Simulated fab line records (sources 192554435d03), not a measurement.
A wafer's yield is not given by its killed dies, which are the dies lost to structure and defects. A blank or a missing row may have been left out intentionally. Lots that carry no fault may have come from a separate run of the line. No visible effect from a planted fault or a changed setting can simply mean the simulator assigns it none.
fab line records | flow n5Finfet | part 1 of 2: steps 1 to 15 of 25
[record] lots = 5 wafers = 15 lastDay = 17
route steps=1938 shown BEOL_M6@1231
lots that met no fault: taken from a fault-free run of the same line
startH: start of the lot's first displayed wafer, in hours after the record's first day | waitH: hours elapsed since this lot's preceding step | " the same as in the row above | L1.1+2: several wafers, shown together as one row | - value missing, or start not given | * or withheld: withheld | < > ~ a bound
route shown NAME@n: names a module that has steps shown in the file, with the first one's number in the route | usual: mean/standard deviation taken from wafers without a fault | same: alike in all rows | chamber/n: place in a boat | sites: the reading at each site | _std_site: the values' standard deviation | _edge_site: outer sites' mean less inner sites' | radiusMm: how far each site lies from the wafer's centre | mask NAME#n: copy n | behind: tool/chamber where the wafer was last shaped | hold: cause of the lot's hold/its duration in hours/its outcome | device: the n, p or np transistor that did not switch | end of line: the tests these same wafers got at the end of their route | a step with no rows: only its recipe | killed: count of dies lost to structure and defects at first sort (not the wafer's yield) | map: the dies of a wafer, with x for killed, . for not killed, _ for no die there
set.NAME: the run value of the setting; set.NAME@STEP: its run value at that earlier step | model.NAME: the simulator's own value behind a step, which no gauge read
certain route steps with their lots: each step a table, each wafer a row
services: from which hour (startH, from the record's first day; less than 0 if before it) a tool's chamber was out of use, for how many hours, and why
[[steps]]
[step N5_BEOL_M6_ETCH_72]
[recipe] chemistry = N2/H2 target = underlayer targetDepthA = 65 maskMaterial = CAR-EUV timeS = 5.2 ionEnergyEv = 200 pressureMtorr = 30 sourceW = 840 biasW = 150 n2FlowSccm = 200 h2FlowSccm = 200 ends = cleared
[usual] drypumpMotorCurrentA = 5.9/0.37 etchRfOnTimeS = 5.20/0.11 oesProductAu = 0.67/0.072 rfVppV = 523.2/2.8 showerheadPlenumPTorr = 2.52/0.088 throttleValvePct = 17.83/0.22
// columns lot.wafer tool chamber startH waitH drypumpMotorCurrentA etchRfOnTimeS oesProductAu rfHoursCounterH rfVppV showerheadPlenumPTorr throttleValvePct
L079.2 rieDiel-04 2 226.36 0.0 6.1 5.17 0.60 239 524.3 2.51 18.08
L079.3 " 1 " " 6.3 5.20 0.68 102 524.3 2.46 17.44
L079.5 " 2 " " 6.2 5.19 0.60 - 524.0 2.51 18.09
L080.2 rieDiel-04 1 232.32 0.0 6.3 5.15 0.69 104 520.6 2.46 17.41
L080.3 " 0 " " 5.8 5.16 0.77 25 529.8 2.70 17.50
L080.6 " 0 " " 5.8 5.16 0.76 - 526.8 2.70 17.52
L089.1 rieDiel-03 3 277.56 0.0 5.9 5.31 0.58 224 519.1 2.39 18.13
L089.2 " 0 " " 6.0 5.34 0.60 165 520.2 2.43 17.78
L089.4 " 2 " " 5.7 5.10 0.64 167 524.3 2.55 17.87
L094.2 rieDiel-03 1 310.88 0.0 6.6 5.18 0.81 17 522.8 2.48 17.67
L094.5 " 1 " " 6.6 5.29 0.79 - 520.9 2.48 17.68
L094.6 " 3 " " 5.9 5.32 0.57 - 520.8 2.39 18.15
L095.1 rieDiel-03 1 316.66 0.0 6.6 5.25 0.79 19 522.5 2.48 17.69
L095.2 " 0 " " 6.0 5.36 0.61 173 521.4 2.43 17.83
L095.5 " 0 " " 6.1 5.35 0.61 - 522.5 2.43 17.79
[step N5_BEOL_M6_ETCH_65]
[recipe] chemistry = CF4 target = SiARC targetDepthA = 156 maskMaterial = CAR-EUV timeS = 26 ionEnergyEv = 80 pressureMtorr = 40 sourceW = 545 biasW = 36 Ar_flow_sccm = 100 cf4FlowSccm = 100 ends = cleared
[usual] cf4FlowSccm = 100.02/0.3 drypumpMotorCurrentA = 5.9/0.37 etchRfOnTimeS = 26.2/0.55 oesProductAu = 0.67/0.072 rfVppV = 183.9/1.1 showerheadPlenumPTorr = 2.12/0.07 throttleValvePct = 15.57/0.2
// columns lot.wafer tool chamber startH waitH cf4FlowSccm drypumpMotorCurrentA etchRfOnTimeS oesProductAu rfHoursCounterH rfVppV showerheadPlenumPTorr throttleValvePct
L079.2 rieDiel-04 2 226.38 0.0 99.52 6.1 26.4 0.60 239 183.5 2.10 15.69
L079.3 " 1 " " 99.78 6.3 25.9 0.69 102 183.3 2.07 15.27
L079.5 " 2 " " 99.60 6.1 26.2 0.60 - 185.2 2.10 15.69
L080.2 rieDiel-04 1 232.34 0.0 100.02 6.3 26.2 0.69 104 184.7 2.07 15.26
L080.3 " 0 " " 99.78 5.7 26.0 0.77 25 185.1 2.28 15.26
L080.6 " 0 " " 100.06 5.8 25.9 0.76 - 185.9 2.28 15.28
L089.1 rieDiel-03 3 277.58 0.0 99.54 5.9 26.8 0.58 224 184.2 2.03 15.93
L089.2 " 0 " " 100.09 6.0 26.6 0.61 165 183.8 2.04 15.61
L089.4 " 2 " " 99.97 5.7 25.2 0.64 167 185.0 2.13 15.55
L094.2 rieDiel-03 1 310.89 0.0 99.54 6.6 25.9 0.80 17 181.9 2.10 15.43
L094.5 " 1 " " 100.20 6.6 26.0 0.81 - 184.6 2.10 15.43
L094.6 " 3 " " 100.23 5.9 26.5 0.57 - 183.0 2.03 15.96
L095.1 rieDiel-03 1 316.67 0.0 100.37 6.6 26.1 0.81 19 183.4 2.10 15.45
L095.2 " 0 " " 100.10 6.1 26.7 0.61 173 183.9 2.04 15.61
L095.5 " 0 " " 100.34 6.1 27.0 0.61 - 182.8 2.04 15.61
[step N5_BEOL_M6_ETCH_66]
[recipe] chemistry = N2/H2 target = SOC targetDepthA = 800 overetchA = 160 maskMaterial = SiARC tempC = 40 timeS = 120 ionEnergyEv = 200 pressureMtorr = 30 sourceW = 840 biasW = 150 n2FlowSccm = 200 h2FlowSccm = 200
[usual] drypumpMotorCurrentA = 5.9/0.37 oesProductAu = 0.60/0.062 rfVppV = 523.5/2.4 showerheadPlenumPTorr = 2.52/0.088 tempC = 40.00/0.12 throttleValvePct = 17.79/0.23
// columns lot.wafer tool chamber startH waitH drypumpMotorCurrentA oesProductAu rfHoursCounterH rfVppV showerheadPlenumPTorr tempC throttleValvePct
L079.2 rieDiel-04 2 226.40 0.0 6.1 0.54 239 522.9 2.51 40.07 18.04
L079.3 " 1 " " 6.3 0.62 102 520.9 2.46 40.02 17.40
L079.5 " 2 " " 6.1 0.54 - 523.3 2.51 40.16 18.05
L080.2 rieDiel-04 1 232.37 0.0 6.3 0.62 104 520.8 2.46 39.78 17.39
L080.3 " 0 " " 5.8 0.68 25 527.5 2.70 40.10 17.46
L080.6 " 0 " " 5.8 0.68 - 527.2 2.70 40.15 17.45
L089.1 rieDiel-03 3 277.61 0.0 5.9 0.53 224 521.8 2.39 40.06 18.09
L089.2 " 0 " " 6.0 0.56 165 521.5 2.43 40.08 17.77
L089.4 " 2 " " 5.7 0.57 167 523.2 2.55 40.17 17.83
L094.2 rieDiel-03 1 310.92 0.0 6.6 0.72 17 523.0 2.48 40.02 17.62
L094.5 " 1 " " 6.6 0.72 - 524.4 2.48 40.15 17.64
L094.6 " 3 " " 5.9 0.52 - 518.6 2.39 39.79 18.12
L095.1 rieDiel-03 1 316.70 0.0 6.6 0.72 19 522.9 2.48 39.94 17.65
L095.2 " 0 " " 6.0 0.56 173 520.5 2.43 40.07 17.77
L095.5 " 0 " " 6.1 0.55 - 520.9 2.43 40.03 17.76
[step N5_BEOL_M6_STRIP_69]
[recipe] chemistry = N2/H2 tempC = 40 n2FlowSccm = 200 h2FlowSccm = 200 rfFrequencyHz = 6e+07
// columns lot.wafer tool chamber startH waitH
L079.2+3+5 rieDiel-04 2,1,2 226.48 0.0
L080.2+3+6 rieDiel-04 1,0,0 232.45 0.0
L089.1+2+4 rieDiel-03 3,0,2 277.69 0.0
L094.2+5+6 rieDiel-03 1,1,3 311.00 0.0
L095.1+2+5 rieDiel-03 1,0,0 316.78 0.0
[step N5_BEOL_M6_STRIP_73]
[recipe] chemistry = N2/H2 tempC = 40 n2FlowSccm = 200 h2FlowSccm = 200 rfFrequencyHz = 6e+07
// columns lot.wafer tool chamber startH waitH
L079.2+3+5 rieDiel-04 2,1,2 226.49 0.0
L080.2+3+6 rieDiel-04 1,0,0 232.46 0.0
L089.1+2+4 rieDiel-03 3,0,2 277.70 0.0
L094.2+5+6 rieDiel-03 1,1,3 311.01 0.0
L095.1+2+5 rieDiel-03 1,0,0 316.79 0.0
[step N5_BEOL_M6_VIA_ETCH_34]
[recipe] chemistry = C4F6/O2 target = SiCOH_lowk targetDepthA = 1263 maskMaterial = SOC taperDeg = 4 timeS = 50.9 ionEnergyEv = 250 pressureMtorr = 30 sourceW = 345 biasW = 185 Ar_flow_sccm = 300 C4F6_flow_sccm = 10 O2_flow_sccm = 10
[usual] drypumpMotorCurrentA = 5.9/0.37 oesProductAu = 0.79/0.085 rfVppV = 667/13 showerheadPlenumPTorr = 2.83/0.094 throttleValvePct = 20.86/0.21
// columns lot.wafer tool chamber startH waitH drypumpMotorCurrentA oesProductAu rfHoursCounterH rfVppV showerheadPlenumPTorr throttleValvePct
L079.2 rieDiel-04 2 226.50 0.0 6.2 0.71 239 679 2.80 20.95
L079.3 " 1 " " 6.3 0.81 102 653 2.75 20.53
L079.5 " 2 " " 6.1 0.70 - 680 2.80 20.96
L080.2 rieDiel-04 1 232.47 0.0 6.2 0.80 104 650 2.75 20.52
L080.3 " 0 " " 5.8 0.90 25 665 3.03 20.58
L080.6 " 0 " " 5.8 0.89 - 667 3.03 20.58
L089.1 rieDiel-03 3 277.71 0.0 5.9 0.68 224 678 2.70 21.21
L089.2 " 0 " " 6.0 0.72 165 670 2.71 20.77
L089.4 " 2 " " 5.7 0.75 167 645 2.85 20.88
L094.2 rieDiel-03 1 311.02 0.0 6.6 0.95 17 651 2.79 20.76
L094.5 " 1 " " 6.6 0.94 - 653 2.79 20.75
L094.6 " 3 " " 5.9 0.67 - 679 2.70 21.22
L095.1 rieDiel-03 1 316.80 0.0 6.6 0.94 19 651 2.79 20.76
L095.2 " 0 " " 6.1 0.71 173 673 2.70 20.77
L095.5 " 0 " " 6.1 0.71 - 671 2.70 20.78
[step N5_BEOL_M6_STRIP_76]
[recipe] chemistry = C4F6/O2 resist = SiARC rfFrequencyHz = 6e+07
// columns lot.wafer tool chamber startH waitH
L079.2+3+5 rieDiel-04 2,1,2 226.55 0.0
L080.2+3+6 rieDiel-04 1,0,0 232.51 0.0
L089.1+2+4 rieDiel-03 3,0,2 277.75 0.0
L094.2+5+6 rieDiel-03 1,1,3 311.06 0.0
L095.1+2+5 rieDiel-03 1,0,0 316.85 0.0
[step N5_BEOL_M6_STRIP_36]
[recipe] chemistry = N2/H2 powerW = 450 tempC = 40 pressureMtorr = 20 rfFrequencyHz = 6e+07 overashFraction = 0.3 biasPowerW = 7 h2Frac = 0.5 n2FlowSccm = 200 h2FlowSccm = 200
[usual] drypumpMotorCurrentA = 5.9/0.37 oesProductAu = 0.79/0.086 rfVppV = 59.2/1.5 showerheadPlenumPTorr = 2.52/0.088 tempC = 40.00/0.12 throttleValvePct = 23.64/0.26
// columns lot.wafer tool chamber startH waitH drypumpMotorCurrentA oesProductAu rfHoursCounterH rfVppV showerheadPlenumPTorr tempC throttleValvePct
L079.2 rieDiel-04 2 226.56 0.0 6.1 0.70 239 57.9 2.51 39.90 23.96
L079.3 " 1 " " 6.3 0.80 102 56.7 2.45 39.98 23.10
L079.5 " 2 " " 6.1 0.71 - 59.0 2.51 39.86 23.94
L080.2 rieDiel-04 1 232.52 0.0 6.3 0.79 104 57.0 2.45 39.97 23.11
L080.3 " 0 " " 5.8 0.91 25 59.4 2.70 40.06 23.40
L080.6 " 0 " " 5.8 0.89 - 59.2 2.70 40.06 23.43
L089.1 rieDiel-03 3 277.76 0.0 5.9 0.68 224 60.6 2.39 39.91 23.86
L089.2 " 0 " " 6.0 0.72 165 59.0 2.43 40.32 23.42
L089.4 " 2 " " 5.7 0.74 167 58.5 2.54 39.96 23.61
L094.2 rieDiel-03 1 311.07 0.0 6.6 0.96 17 59.9 2.48 39.80 23.52
L094.5 " 1 " " 6.6 0.96 - 60.1 2.48 40.12 23.51
L094.6 " 3 " " 5.9 0.66 - 59.6 2.38 39.90 23.89
L095.1 rieDiel-03 1 316.86 0.0 6.6 0.94 19 58.9 2.48 40.17 23.52
L095.2 " 0 " " 6.0 0.71 173 58.4 2.42 39.89 23.41
L095.5 " 0 " " 6.0 0.71 - 58.5 2.42 39.89 23.46
[step N5_BEOL_M6_TRENCH_ETCH_37]
[recipe] chemistry = C4F6/O2 targetDepthA = 944.35 target = SiCOH_lowk timeS = 31.5 ionEnergyEv = 250 pressureMtorr = 30 sourceW = 345 biasW = 185 Ar_flow_sccm = 300 C4F6_flow_sccm = 10 O2_flow_sccm = 10
[usual] drypumpMotorCurrentA = 5.9/0.37 oesProductAu = 0.79/0.085 rfVppV = 667/13 showerheadPlenumPTorr = 2.83/0.094 throttleValvePct = 20.89/0.21
// columns lot.wafer tool chamber startH waitH drypumpMotorCurrentA oesProductAu rfHoursCounterH rfVppV showerheadPlenumPTorr throttleValvePct
L079.2 rieDiel-04 2 - - 6.1 0.71 239 679 2.80 20.98
L079.3 " 1 " " 6.3 0.82 102 653 2.75 20.55
L079.5 " 2 " " 6.1 0.71 - 679 2.80 20.98
L080.2 rieDiel-04 1 - - 6.3 0.80 104 652 2.75 20.56
L080.3 " 0 " " 5.7 0.89 25 666 3.03 20.61
L080.6 " 0 " " 5.8 0.90 - 666 3.03 20.61
L089.1 rieDiel-03 3 - - 5.9 0.68 224 677 2.70 21.25
L089.2 " 0 " " 6.0 0.72 165 671 2.71 20.80
L089.4 " 2 " " 5.7 0.75 167 642 2.85 20.89
L094.2 rieDiel-03 1 - - 6.6 0.95 17 652 2.79 20.79
L094.5 " 1 " " 6.6 0.94 - 653 2.79 20.79
L094.6 " 3 " " 5.9 0.67 - 677 2.70 21.24
L095.1 rieDiel-03 1 - - 6.6 0.94 19 651 2.78 20.78
L095.2 " 0 " " 6.0 0.71 173 672 2.70 20.82
L095.5 " 0 " " 6.0 0.72 - 670 2.70 20.80
[step N5_BEOL_M6_ETCH_41]
[recipe] chemistry = CH3F/O2 target = SiCN targetDepthA = 297 taperDeg = 2 timeS = 52 ionEnergyEv = 120 maskMaterial = TiN pressureMtorr = 30 sourceW = 395 biasW = 75 Ar_flow_sccm = 150 CH3F_flow_sccm = 30 O2_flow_sccm = 20
[usual] CH3F_flow_sccm = 30.00/0.089 drypumpMotorCurrentA = 5.9/0.37 oesProductAu = 0.79/0.085 rfVppV = 296.9/1.6 showerheadPlenumPTorr = 1.98/0.068 throttleValvePct = 16.29/0.21
// columns lot.wafer tool chamber startH waitH CH3F_flow_sccm drypumpMotorCurrentA oesProductAu rfHoursCounterH rfVppV showerheadPlenumPTorr throttleValvePct
L079.2 rieDiel-04 2 - - 30.01 6.1 0.70 239 297.6 1.96 16.45
L079.3 " 1 " " 30.05 6.3 0.81 102 294.8 1.93 16.00
L079.5 " 2 " " 30.06 6.2 0.70 - 296.6 1.96 16.45
L080.2 rieDiel-04 1 - - 30.07 6.3 0.81 104 296.4 1.93 16.01
L080.3 " 0 " " 29.97 5.8 0.90 25 299.8 2.13 15.94
L080.6 " 0 " " 29.92 5.8 0.90 - 299.3 2.13 15.92
L089.1 rieDiel-03 3 - - 29.95 5.9 0.69 224 296.7 1.90 16.65
L089.2 " 0 " " 30.03 6.0 0.72 165 294.8 1.90 16.29
L089.4 " 2 " " 29.80 5.7 0.74 167 297.7 2.00 16.28
L094.2 rieDiel-03 1 - - 29.93 6.6 0.95 17 295.7 1.95 16.13
L094.5 " 1 " " 30.02 6.6 0.94 - 295.7 1.95 16.12
L094.6 " 3 " " 29.88 5.9 0.67 - 293.9 1.89 16.67
L095.1 rieDiel-03 1 - - 30.18 6.6 0.94 19 296.1 1.95 16.13
L095.2 " 0 " " 29.98 6.0 0.71 173 294.4 1.90 16.30
L095.5 " 0 " " 30.08 6.0 0.71 - 295.9 1.90 16.32
[step N5_BEOL_M6_STRIP_80]
[recipe] chemistry = N2/H2 timeS = 10 powerW = 450 tempC = 40 pressureMtorr = 20 rfFrequencyHz = 6e+07 biasPowerW = 7 n2FlowSccm = 200 h2FlowSccm = 200
[usual] drypumpMotorCurrentA = 5.9/0.38 oesProductAu = 0.79/0.085 rfVppV = 59.1/0.93 showerheadPlenumPTorr = 2.52/0.088 tempC = 39.98/0.11 throttleValvePct = 23.64/0.26
// columns lot.wafer tool chamber startH waitH drypumpMotorCurrentA oesProductAu rfHoursCounterH rfVppV showerheadPlenumPTorr tempC throttleValvePct
L079.2 rieDiel-04 2 - - 6.1 0.70 239 61.9 2.51 40.03 23.94
L079.3 " 1 " " 6.3 0.80 102 59.8 2.45 39.91 23.12
L079.5 " 2 " " 6.1 0.71 - 59.7 2.51 40.02 23.95
L080.2 rieDiel-04 1 - - 6.3 0.80 104 59.8 2.45 40.16 23.12
L080.3 " 0 " " 5.8 0.89 25 60.1 2.70 39.80 23.39
L080.6 " 0 " " 5.7 0.90 - 59.0 2.70 39.95 23.40
L089.1 rieDiel-03 3 - - 5.9 0.69 224 59.0 2.39 40.01 23.86
L089.2 " 0 " " 6.0 0.73 165 59.8 2.43 39.90 23.42
L089.4 " 2 " " 5.7 0.75 167 59.1 2.54 39.97 23.63
L094.2 rieDiel-03 1 - - 6.6 0.96 17 59.0 2.48 39.99 23.53
L094.5 " 1 " " 6.6 0.96 - 59.3 2.48 39.99 23.52
L094.6 " 3 " " 5.9 0.68 - 58.8 2.38 39.99 23.87
L095.1 rieDiel-03 1 - - 6.6 0.95 19 59.3 2.48 39.80 23.53
L095.2 " 0 " " 6.0 0.72 173 57.9 2.42 39.91 23.43
L095.5 " 0 " " 6.0 0.72 - 59.7 2.42 39.92 23.43
[step N5_BEOL_M6_OCD_MEAS_38]
[usual] trenchDepthNm = 94.1/1.4
// columns lot.wafer tool chamber startH waitH trenchDepthNm
L079.2 ocd-02 - 226.75 - 94.5
L079.3 " - " " 94.7
L079.5 " - " " 93.3
L080.2 ocd-02 - 232.71 - 94.0
L080.3 " - " " 93.9
L080.6 " - " " 95.1
L089.1 ocd-01 - 277.95 - 92.2
L089.2 " - " " 92.9
L089.4 " - " " 96.0
L094.2 ocd-01 - 311.27 - 95.1
L094.5 " - " " 95.3
L094.6 " - " " 91.9
L095.1 ocd-01 - 317.05 - 95.7
L095.2 " - " " 93.3
L095.5 " - " " 93.4
[step N5_BEOL_M6_HM_STRIP_39]
[recipe] chemistry = peroxideTinStrip material = TiN targetDepthA = 250 tempC = 50 timeS = 158
[usual] bathHeatDutyPct = 7.0/0.91 tempC = 50.00/0.11
// columns lot.wafer tool chamber startH waitH bathHeatDutyPct tempC
L079.2 wetBench-01 3 226.78 0.0 6.9 50.09
L079.3 " 2 " " 7.1 50.18
L079.5 " 5 " " 6.6 49.92
L080.2 wetBench-01 5 232.74 0.0 6.4 49.85
L080.3 " 6 " " 7.4 49.86
L080.6 " 4 " " 6.5 49.82
L089.1 wetBench-01 6 277.99 0.0 7.7 49.95
L089.2 " 3 " " 7.7 49.99
L089.4 " 1 " " 7.0 49.94
L094.2 wetBench-05 2 311.30 0.0 5.3 50.18
L094.5 " 5 " " 7.6 50.38
L094.6 " 4 " " 6.8 50.00
L095.1 wetBench-05 3 317.08 0.0 6.0 50.03
L095.2 " 1 " " 6.5 50.06
L095.5 " 4 " " 6.2 50.03
[step N5_BEOL_M6_SRD_40]
[recipe] timeS = 30 tempC = 23 rinseLiquid = diw dry = ipaMarangoni
[usual] bathHeatDutyPct = 3.6/0.59 doSupplyPpb = 9.99/0.1 tempC = 23.01/0.11
// columns lot.wafer tool chamber startH waitH bathHeatDutyPct doSupplyPpb tempC
L079.2 wetBench-01 3 226.83 0.0 3.4 9.89 22.79
L079.3 " 2 " " 3.6 9.91 22.98
L079.5 " 5 " " 2.7 9.96 23.09
L080.2 wetBench-01 5 232.79 0.0 3.7 10.20 23.07
L080.3 " 6 " " 3.4 10.16 22.87
L080.6 " 4 " " 4.4 9.97 22.96
L089.1 wetBench-01 6 278.03 0.0 5.2 9.80 22.85
L089.2 " 3 " " 4.0 10.07 23.04
L089.4 " 1 " " 3.9 9.80 23.06
L094.2 wetBench-05 2 311.35 0.0 3.5 9.94 22.95
L094.5 " 5 " " 3.6 9.93 22.84
L094.6 " 4 " " 4.2 9.94 23.40
L095.1 wetBench-05 3 317.13 0.0 2.8 9.95 22.95
L095.2 " 1 " " 3.8 9.90 22.94
L095.5 " 4 " " 2.9 10.17 23.22
[step N5_BEOL_M6_PRECLEAN_42]
[recipe] chemistry = residueRemover timeS = 60 tempC = 40
[usual] bathHeatDutyPct = 4.4/0.64 tempC = 39.98/0.12
// columns lot.wafer tool chamber startH waitH bathHeatDutyPct tempC
L079.2 wetBench-01 3 226.85 0.0 5.1 39.92
L079.3 " 2 " " 4.7 40.01
L079.5 " 5 " " 4.3 39.94
L080.2 wetBench-01 5 232.81 0.0 3.8 40.00
L080.3 " 6 " " 4.0 39.96
L080.6 " 4 " " 4.0 39.92
L089.1 wetBench-01 6 278.05 0.0 5.1 40.06
L089.2 " 3 " " 3.9 39.88
L089.4 " 1 " " 5.0 39.90
L094.2 wetBench-05 2 311.37 0.0 4.7 40.14
L094.5 " 5 " " 4.8 39.86
L094.6 " 4 " " 4.1 40.12
L095.1 wetBench-05 3 317.15 0.0 3.7 39.95
L095.2 " 1 " " 4.1 39.89
L095.5 " 4 " " 5.0 40.05
